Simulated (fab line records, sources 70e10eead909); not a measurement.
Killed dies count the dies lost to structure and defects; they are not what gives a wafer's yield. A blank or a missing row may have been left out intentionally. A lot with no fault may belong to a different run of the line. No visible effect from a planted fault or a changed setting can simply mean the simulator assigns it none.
Which tool did it?	flow nand-harc	at 1 step of a route of 1302, 14 lots with 42 wafers sampled

## WHAT THE GAUGES READ, wafer by wafer
NHARC_P_M0_INSPECT_11. Usual: raw-defect-count 4.3, standard deviation 2.3.
lot	measured	on	raw-defect-count	flag
L520	day 6 04:22	defect-inspect-02	2 4 3	
L521	day 6 07:23	defect-inspect-02	2 4 5	
L522	day 6 17:53	defect-inspect-02	10 10 8	
L523	day 7 11:47	defect-inspect-01	8 5 7	
L524	day 7 16:52	defect-inspect-02	3 1 7	
L525	day 7 22:04	defect-inspect-02	4 3 4	
L527	day 9 00:52	defect-inspect-01	0 3 3	
L529	day 9 19:02	defect-inspect-01	4 4 8	
L530	day 10 07:23	defect-inspect-02	5 5 6	
L532	day 11 03:59	defect-inspect-02	5 7 3	
L538	day 13 11:29	defect-inspect-02	1 2 1	
L539	day 14 01:02	defect-inspect-01	6 3 6	
L541	day 15 06:13	defect-inspect-01	2 2 5	
L542	day 15 08:57	defect-inspect-01	4 6 3	

## WHAT TOOL EACH LOT RAN ON (gives the tool, then ch and the chambers of the sampled wafers, and finally the start)
The record shows no process step preceding these readings.

## WHAT THE TOOLS THEMSELVES READ (means of the sampled wafers that have a number; where no wafer has one, the mark that the record gives instead)
The record holds no such reading with a usual standard deviation.

## THE ANSWER, worked out from the rows above alone
Rule: take the mean of a lot's wafers that have a number; if it is more than 3 standard deviations from the usual mean, the lot is off. A lot without any number at a reading at which 4 lots or more have one is off too. Where the step has rows for the other lots, those lots are counted as sound. The gauges are gone through in route order, then the tools' own readings, and for those a lot's mean is taken as printed above. At the first step where some lot is off, the reading lying furthest off is the one used; lots without a number count as furthest.
No lot is off on any of the readings shown, so nothing can be concluded from this.

## WHAT THE SIMULATOR HAD INSERTED
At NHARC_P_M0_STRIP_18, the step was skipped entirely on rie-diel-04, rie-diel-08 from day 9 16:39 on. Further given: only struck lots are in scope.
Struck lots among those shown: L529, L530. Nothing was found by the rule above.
